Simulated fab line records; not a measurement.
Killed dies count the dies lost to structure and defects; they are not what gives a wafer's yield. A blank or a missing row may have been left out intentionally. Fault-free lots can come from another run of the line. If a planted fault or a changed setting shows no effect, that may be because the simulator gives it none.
fab line records	flow nand-harc
record: lots: 11	wafers: 33	last-day: 27
route steps=1159 shown A_CHANNEL_HOLE_D1@473 A_CHANNEL_FILL_D1@508 END@1159
lots that met no fault: from a run of the same line without faults
start-h: start of the lot's first displayed wafer, in hours after the record's first day	wait-h: hours since the lot's step before	" same as the row above	L1.1+2: one row covering several wafers at once	- either no value or no given start	* or withheld: withheld	< > ~ a bound
route shown NAME@n: a module of which the file shows steps, and the number in the route of the first	usual: mean and standard deviation over wafers with no fault	same: alike in all rows	chamber/n: place in a boat	sites: readings site by site	_std_site: the standard deviation of these	_edge_site: outer sites' mean less inner sites'	radius-mm: how far each site lies from the wafer's centre	mask NAME#n: copy n	behind: the tool/chamber that last shaped the wafer	hold: cause of the lot's hold/its duration in hours/its outcome	device: whichever transistor did not switch (one of n, p or np)	end of line: tests run on the same wafers once the route is complete	a step without rows: its recipe alone	killed: dies that structure and defects cost at the first sort, which is not the same as the wafer's yield	map: dies across one wafer; x = killed, . = not, _ = none there
set.NAME: the setting as run; set.NAME@STEP: as run at that earlier step	model.NAME: the simulator's own value behind a step, which no gauge read
steps of the route over a sample of lots; a table a step, a row a wafer
services: a tool's chamber out of use, with start hour (start-h, from the record's first day; less than 0 if before it), hours out, and reason
== steps ==
step: NHARC_A_CHANNEL_HOLE_D1_ETCH_21
recipe: bias-v: 3000	source-w: withheld	pressure-mtorr: 20	time-s: 514.3	ar-flow-sccm: 375	c4f8-flow-sccm: 89.3	o2-flow-sccm: 35.7	temp-c: -20	target-depth-a: 16000	chemistry: C4F8/O2/Ar
usual: drypump-motor-current-A: 5.2/0.42	mfc-ar-sccm: 374.9/1.2	showerhead-plenum-p-Torr: 3.71/0.11	throttle-valve-pct: 32.155/0.0087
lot.wafer	tool	chamber	start-h	wait-h	drypump-motor-current-A	mfc-ar-sccm	rf-hours-counter-h	showerhead-plenum-p-Torr	throttle-valve-pct
L106.1	har-etch-01	1	162.45	0.3	4.9	373.8	183	3.63	32.152
L106.5	"	1	"	"	5.0	377.5	-	3.63	32.160
L106.6	"	0	"	"	5.2	376.0	-	3.80	32.150
L111.4	har-etch-02	1	202.48	0.3	6.0	374.1	-	3.61	32.157
L111.5	"	1	"	"	6.0	374.0	-	3.61	32.161
L111.6	"	0	"	"	4.8	375.8	-	3.87	32.147
L112.2	har-etch-02	1	221.90	0.3	5.9	373.5	118	3.60	32.147
L112.1	"	0	"	"	4.8	374.2	118	3.87	32.160
L112.4	"	0	"	"	4.8	375.5	-	3.87	32.150
L116.1	har-etch-01	0	233.64	0.3	5.2	374.7	214	3.78	32.144
L116.3	"	0	"	"	5.2	374.2	-	3.78	32.144
L116.5	"	1	"	"	5.0	372.9	-	3.61	32.162
L115.3	har-etch-02	0	234.44	0.3	4.8	373.4	-	3.86	32.145
L115.5	"	1	"	"	5.9	375.0	-	3.60	32.168
L115.6	"	0	"	"	4.8	372.3	-	3.86	32.155
L120.2	har-etch-01	0	252.23	0.3	5.2	374.9	221	3.77	32.152
L120.6	"	1	"	"	5.0	374.8	-	3.61	32.164
L120.5	"	0	"	"	5.2	373.7	-	3.77	32.147
L118.2	har-etch-02	0	252.40	0.3	4.8	375.4	128	3.86	32.151
L118.4	"	0	"	"	4.8	372.8	-	3.86	32.146
L118.6	"	1	"	"	6.0	375.6	-	3.60	32.167
L123.1	har-etch-01	1	285.06	0.3	4.9	375.4	238	3.60	32.160
L123.4	"	0	"	"	5.1	373.9	-	3.76	32.154
L123.3	"	1	"	"	4.9	375.5	-	3.60	32.161
L124.2	har-etch-01	0	289.22	0.3	5.2	376.0	242	3.76	32.157
L124.5	"	1	"	"	5.0	374.7	-	3.59	32.154
L124.6	"	0	"	"	5.2	376.6	-	3.76	32.153
L128.2	har-etch-01	0	300.04	0.3	5.2	377.1	252	3.76	32.152
L128.6	"	0	"	"	5.1	375.0	-	3.76	32.164
L128.5	"	1	"	"	5.0	375.7	-	3.59	32.149
L129.3	har-etch-02	0	318.62	0.3	4.8	374.7	-	3.84	32.156
L129.4	"	1	"	"	6.0	373.9	-	3.58	32.138
L129.6	"	1	"	"	6.0	374.6	-	3.58	32.156
step: NHARC_A_CHANNEL_HOLE_D1_STRIP_27
recipe: o2-flow-sccm: 500	ar-flow-sccm: 0	bias-w: 0	chemistry: O2
usual: drypump-motor-current-A: 5.8/0.53	mfc-ar-sccm: 0.010/0.017	oes-product-au: 1.002/0.0078	rf-vpp-V: 57.7/0.9	showerhead-plenum-p-Torr: 3.52/0.12	throttle-valve-pct: 17.036/0.0093
lot.wafer	tool	chamber	start-h	wait-h	drypump-motor-current-A	mfc-ar-sccm	oes-product-au	rf-hours-counter-h	rf-vpp-V	showerhead-plenum-p-Torr	throttle-valve-pct
L106.1	rie-diel-12	1	-	-	5.7	0	1.007	8	57.3	3.36	17.020
L106.6	"	0	"	"	5.3	0	1.002	-	58.5	3.58	17.043
L106.5	"	1	"	"	5.7	0	1.008	-	56.5	3.36	17.052
L111.4	rie-diel-10	1	-	-	5.3	0	0.995	2	57.8	3.55	17.054
L111.5	"	1	"	"	5.3	0	1.003	-	57.9	3.55	17.043
L111.6	"	2	"	"	6.4	0	0.989	-	57.1	3.45	17.041
L112.1	rie-diel-10	1	-	-	5.3	0	1.003	3	57.1	3.55	17.026
L112.4	"	3	"	"	6.6	0	1.000	3	57.4	3.41	17.030
L112.2	"	0	"	"	6.1	0.038	1.006	3	58.6	3.67	17.033
L116.3	rie-diel-10	0	-	-	6.1	0.038	0.993	5	57.4	3.67	17.042
L116.1	"	1	"	"	5.3	0	0.991	4	57.3	3.55	17.044
L116.5	"	3	"	"	6.5	0	1.001	-	57.6	3.40	17.039
L115.3	rie-diel-12	2	-	-	5.4	0	0.982	1	57.6	3.72	17.039
L115.5	"	2	"	"	5.4	0	1.001	-	57.0	3.72	17.030
L115.6	"	3	"	"	5.1	0.042	1.017	-	57.5	3.46	17.030
L120.2	rie-diel-12	2	-	-	5.4	0	0.994	2	59.0	3.72	17.044
L120.5	"	2	"	"	5.4	0	0.988	-	57.1	3.72	17.049
L120.6	"	3	"	"	5.1	0.042	1.001	-	58.2	3.46	17.024
L118.2	rie-diel-01	0	-	-	6.3	0.029	1.020	10	59.8	3.53	17.019
L118.4	"	2	"	"	5.7	0	1.004	8	57.5	3.61	17.043
L118.6	"	1	"	"	5.2	0.009	1.003	-	58.8	3.32	17.039
L123.1	rie-diel-10	2	-	-	6.4	0	0.990	6	58.1	3.45	17.048
L123.4	"	3	"	"	6.6	0	1.010	7	56.9	3.40	17.024
L123.3	"	0	"	"	6.1	0.038	0.996	7	59.4	3.67	17.032
L124.2	rie-diel-10	0	-	-	6.1	0.038	1.013	7	57.4	3.67	17.035
L124.5	"	0	"	"	6.1	0.038	0.991	-	58.5	3.67	17.027
L124.6	"	1	"	"	5.3	0	1.010	-	56.9	3.55	17.031
L128.2	rie-diel-10	1	-	-	5.3	0	1.004	7	56.9	3.55	17.025
L128.6	"	3	"	"	6.6	0	1.004	-	57.5	3.40	17.041
L128.5	"	0	"	"	6.1	0.038	0.997	-	57.1	3.67	17.033
L129.3	rie-diel-10	3	-	-	6.6	0	0.998	11	57.1	3.40	17.032
L129.4	"	0	"	"	6.1	0.038	1.001	11	56.5	3.67	17.050
L129.6	"	1	"	"	5.3	0	1.005	-	57.8	3.55	17.036
step: NHARC_A_CHANNEL_FILL_D1_ETCHBACK_08
recipe: target-depth-a: 2200	time-s: 110	c4f8-flow-sccm: 20	ar-flow-sccm: withheld	rf-w: 600	bias-w: 300	chemistry: C4F8
usual: oes-product-au: 0.96/0.038	rf-fwd-power-W: 596.6/2.1	rf-vpp-V: 441.9/2.4	run-length-s: 131.2/0.38
lot.wafer	tool	chamber	start-h	wait-h	oes-product-au	rf-fwd-power-W	rf-hours-counter-h	rf-vpp-V	run-length-s
L106.1	rie-diel-03	1	210.30	-	0.93	599.2	6	439.8	131.3
L106.5	"	2	"	"	0.92	596.3	-	440.9	131.0
L106.6	"	3	"	"	0.92	600.5	-	439.6	131.0
L111.4	rie-diel-03	0	249.44	-	0.92	596.7	1	438.3	130.5
L111.5	"	0	"	"	0.91	599.9	-	438.2	130.8
L111.6	"	1	"	"	0.92	597.6	-	439.4	131.6
L112.2	rie-diel-03	3	277.99	-	0.93	594.3	2	438.9	131.1
L112.4	"	0	"	"	0.91	595.9	2	439.6	130.5
L112.1	"	1	"	"	0.93	-	2	442.8	91.4
L115.3	rie-diel-07	3	282.47	-	1.00	597.7	1	445.1	131.4
L115.6	"	1	"	"	1.01	597.5	-	444.7	131.5
L115.5	"	2	"	"	1.01	595.0	-	443.0	130.9
L116.3	rie-diel-03	2	282.51	-	0.92	597.7	2	440.2	131.2
L116.1	"	1	"	"	0.93	-	2	441.3	90.5
L116.5	"	2	"	"	0.93	597.0	-	439.5	131.0
L120.2	rie-diel-07	0	299.44	-	0.91	595.4	2	444.4	131.8
L120.5	"	2	"	"	0.93	596.3	-	443.5	131.5
L120.6	"	3	"	"	0.93	598.6	-	444.4	131.1
L118.4	rie-diel-04	3	299.51	-	0.99	595.7	0	440.5	131.0
L118.2	"	0	"	"	0.99	596.0	0	436.8	130.8
L118.6	"	1	"	"	1.00	597.8	-	439.7	131.8
L123.1	rie-diel-07	0	333.18	-	1.00	594.9	3	445.0	131.1
L123.4	"	1	"	"	1.00	597.0	3	445.0	131.3
L123.3	"	2	"	"	0.99	596.5	2	443.4	131.0
L124.2	rie-diel-04	2	336.76	-	1.00	595.1	6	439.6	131.9
L124.6	"	2	"	"	1.00	597.0	-	440.4	131.8
L124.5	"	3	"	"	0.99	598.2	-	441.4	130.6
L128.2	rie-diel-07	0	349.82	-	0.92	591.9	3	445.3	131.5
L128.5	"	2	"	"	0.93	593.8	-	441.1	131.2
L128.6	"	3	"	"	0.94	598.7	-	445.0	131.0
L129.4	rie-diel-07	3	365.54	-	0.93	596.9	3	445.6	131.5
L129.3	"	0	"	"	0.91	596.8	3	445.0	131.1
L129.6	"	0	"	"	0.92	597.2	-	444.7	131.1
step: NHARC_A_CHANNEL_FILL_D1_STRIP_29
recipe: time-s: 20	o2-flow-sccm: 500	ar-flow-sccm: 0	bias-w: 0	chemistry: O2
usual: drypump-motor-current-A: 5.62/0.28	mfc-ar-sccm: 0.012/0.013	oes-product-au: 1.000/0.0073	rf-vpp-V: 58.0/0.94	showerhead-plenum-p-Torr: 3.59/0.14	throttle-valve-pct: 17.035/0.0095
lot.wafer	tool	chamber	start-h	wait-h	drypump-motor-current-A	mfc-ar-sccm	oes-product-au	rf-hours-counter-h	rf-vpp-V	showerhead-plenum-p-Torr	throttle-valve-pct
L106.1	rie-diel-03	2	-	-	5.42	0.039	0.987	6	58.7	3.53	17.034
L106.6	"	3	"	"	5.57	0.028	0.998	-	58.4	3.43	17.037
L106.5	"	0	"	"	5.95	0.001	1.002	-	57.9	3.42	17.047
L111.4	rie-diel-03	3	-	-	5.57	0.028	0.997	1	57.6	3.43	17.030
L111.6	"	0	"	"	5.93	0.001	0.990	-	57.2	3.42	17.028
L111.5	"	1	"	"	5.68	0.015	0.999	-	56.5	3.57	17.034
L112.4	rie-diel-03	3	-	-	5.56	0.028	1.007	2	58.3	3.43	17.045
L112.2	"	1	"	"	5.66	0.015	0.998	2	58.1	3.57	17.028
L112.1	"	2	"	"	5.41	0.039	0.995	2	56.9	3.53	17.038
L115.3	rie-diel-07	0	-	-	5.21	0	0.997	1	58.1	3.75	17.026
L115.6	"	0	"	"	5.22	0	0.999	-	57.7	3.75	17.030
L115.5	"	1	"	"	6.04	0.008	1.001	-	57.2	3.70	17.037
L116.3	rie-diel-03	3	-	-	5.54	0.028	0.996	2	58.4	3.43	17.048
L116.1	"	1	"	"	5.68	0.015	0.995	2	56.8	3.57	17.044
L116.5	"	3	"	"	5.54	0.028	0.994	-	58.1	3.43	17.025
L120.2	rie-diel-07	2	-	-	5.62	0	1.010	2	59.0	3.66	17.030
L120.5	"	0	"	"	5.23	0	1.016	-	57.7	3.75	17.038
L120.6	"	1	"	"	6.05	0.008	1.002	-	58.3	3.70	17.025
L118.2	rie-diel-04	2	-	-	5.62	0.019	0.993	0	58.0	3.49	17.022
L118.4	"	0	"	"	5.56	0.027	0.990	0	56.7	3.32	17.019
L118.6	"	3	"	"	4.95	0.004	0.985	-	57.1	3.55	17.030
L123.4	rie-diel-07	3	-	-	5.38	0	1.011	2	56.9	3.79	17.032
L123.3	"	0	"	"	5.23	0	0.997	3	60.6	3.75	17.052
L123.1	"	1	"	"	6.04	0.008	0.992	3	58.8	3.70	17.041
L124.2	rie-diel-04	3	-	-	4.93	0.004	0.995	6	59.7	3.54	17.029
L124.5	"	0	"	"	5.60	0.027	0.984	-	58.2	3.32	17.031
L124.6	"	1	"	"	5.88	0.016	0.999	-	57.1	3.51	17.023
L128.2	rie-diel-07	0	-	-	5.20	0	0.986	3	58.9	3.75	17.027
L128.5	"	1	"	"	6.04	0.008	0.998	-	55.9	3.70	17.030
L128.6	"	2	"	"	5.61	0	0.993	-	58.9	3.66	17.031
L129.4	rie-diel-07	2	-	-	5.62	0	1.003	3	58.4	3.66	17.037
L129.3	"	3	"	"	5.40	0	1.015	3	59.0	3.79	17.026
L129.6	"	1	"	"	6.03	0.008	1.004	-	57.5	3.70	17.028
step: NHARC_END_SORT_01
recipe: temp-c: 25
usual: killed-at-array: 28/11	killed-at-other: 0.9/1.2	killed-at-periphery: 2.6/2.1	killed-dies: 31/11	killed-open: 3.1/1.7	killed-short: 1.9/1.3
same: gross-dies: 677
lot.wafer	tool	chamber	start-h	wait-h	killed-at-array	killed-at-other	killed-at-periphery	killed-dies	killed-open	killed-short
L115.3	prober-01	0	558.39	3.1	8	0	2	10	0	0
L116.1	prober-02	0	564.62	2.5	23	0	2	25	2	1
L116.3	prober-02	0	566.21	3.1	32	0	0	32	3	2
L116.5	prober-02	0	567.80	3.7	37	0	1	38	6	3
L118.2	prober-01	0	594.39	2.8	19	0	3	22	1	2
L118.4	prober-01	0	596.01	3.4	29	0	2	31	3	1
L118.6	prober-01	0	597.62	4.0	19	0	2	21	3	1
killed by level:class
L115.3 A_CHANNEL_HOLE_D1:chamber-film-flake=3 A_SLIT:chamber-film-flake=2 P_ZERO_WELL:chamber-film-flake=1 P_BONDPAD:chamber-film-flake=1 A_STAIRCASE:chamber-film-flake=1 A_WL_FILL:chamber-film-flake=1 A_CONTACT:chamber-film-flake=1
L116.1 A_CHANNEL_HOLE_D1:chamber-film-flake=12 A_CONTACT:chamber-film-flake=5 A_ZERO_WELL:chamber-film-flake=2 P_CONTACT:geometric-particle:open=1 P_M0:geometric-particle:open=1 A_M0:geometric-particle:short=1 A_STAIRCASE:chamber-film-flake=1 A_WL_FILL:chamber-film-flake=1
L116.3 A_CHANNEL_HOLE_D1:chamber-film-flake=18 A_M0:chamber-film-flake=5 A_ONON_D1:geometric-particle:open=2 A_STAIRCASE:chamber-film-flake=2 A_CONTACT:chamber-film-flake=2 A_SGD_CUT:geometric-particle:open=1 A_CONTACT:geometric-particle:short=1 A_M0:geometric-particle:short=1
L116.5 A_CHANNEL_HOLE_D1:chamber-film-flake=17 A_CONTACT:chamber-film-flake=6 A_M0:chamber-film-flake=4 A_ONON_D1:geometric-particle:short=3 A_WL_FILL:geometric-particle:open=2 A_CONTACT:geometric-particle:open=2 P_CONTACT:geometric-particle:open=1 A_ONON_D1:geometric-particle:open=1
L118.2 A_SLIT:chamber-film-flake=10 A_CHANNEL_HOLE_D1:chamber-film-flake=4 A_WL_FILL:geometric-particle:short=2 P_STI:geometric-particle:open=1 P_ZERO_WELL:chamber-film-flake=1 P_GATE:chamber-film-flake=1 A_STAIRCASE:chamber-film-flake=1 A_WL_FILL:chamber-film-flake=1
L118.4 A_SLIT:chamber-film-flake=12 A_CHANNEL_HOLE_D1:chamber-film-flake=5 A_CHANNEL_FILL_D1:chamber-film-flake=3 A_CONTACT:geometric-particle:open=2 A_WL_FILL:chamber-film-flake=2 A_CONTACT:chamber-film-flake=2 A_M0:geometric-particle:short=1 A_WL_FILL:geometric-particle:open=1
L118.6 A_SLIT:chamber-film-flake=8 A_CHANNEL_HOLE_D1:chamber-film-flake=4 A_WL_FILL:chamber-film-flake=3 P_CONTACT:geometric-particle:open=1 A_ONON_D1:geometric-particle:short=1 A_ONON_D1:geometric-particle:open=1 A_CHANNEL_FILL_D1:geometric-particle:open=1 P_ZERO_WELL:chamber-film-flake=1
== services ==
tool	chamber	start-h	hours	kind
rie-diel-10	1	159.47	15.9	repair
rie-diel-10	-	167.33	1.5	repair
rie-diel-12	1	175.73	6.7	repair
rie-diel-10	-	176.50	9.0	pm
rie-diel-03	2	179.62	5.3	repair
rie-diel-04	-	191.45	2.7	repair
rie-diel-01	3	200.75	34.3	repair
rie-diel-01	2	202.18	19.0	repair
rie-diel-12	-	202.40	9.0	pm
rie-diel-03	-	215.30	9.0	pm
rie-diel-07	-	228.20	9.0	pm
rie-diel-04	2	233.99	2.6	repair
rie-diel-12	-	254.35	0.8	repair
har-etch-02	-	279.79	9.0	repair
rie-diel-04	-	288.98	9.0	pm
rie-diel-03	1	290.65	4.2	repair
har-etch-01	-	305.00	17.0	pm
rie-diel-03	0	309.66	5.1	repair
rie-diel-01	-	314.83	9.0	pm
rie-diel-07	2	318.21	5.0	repair
rie-diel-03	2	332.35	6.6	repair
rie-diel-07	3	344.65	2.1	repair
rie-diel-10	-	353.50	9.0	pm
rie-diel-10	3	363.43	4.6	repair
== key ==
first-sign: step: NHARC_A_CHANNEL_FILL_D1_ETCHBACK_08	reading: run-length-s	direction: down	sigmas: 99+	usual: *	struck: *
effect none on later readings
met-at NHARC_A_CHANNEL_FILL_D1_ETCHBACK_08
struck-lots L112,L116
struck-wafers L112.1,L116.1
tester-left-out L112,L116
not-acting-at NHARC_A_CHANNEL_HOLE_D1_ETCH_21,NHARC_A_CHANNEL_HOLE_D1_STRIP_27,NHARC_A_CHANNEL_FILL_D1_STRIP_29
onset-between 249.44 277.99
fault: kind: process-parameter-drift	tool: rie-diel-03	chamber: 1	onset-h: 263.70	steps: NHARC_A_CHANNEL_FILL_D1_ETCHBACK_08	channel: time-s	offset: *	shape: step	end-h: 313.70	acts-in: *	stated: *
tester-left-out: of these lots the tester's yield and bins aren't shown, on N5 and GAA mostly nor the transistor test; their killed dies are dies lost to structure and defects alone, not to doping, threshold or leakage, so they don't give the yield
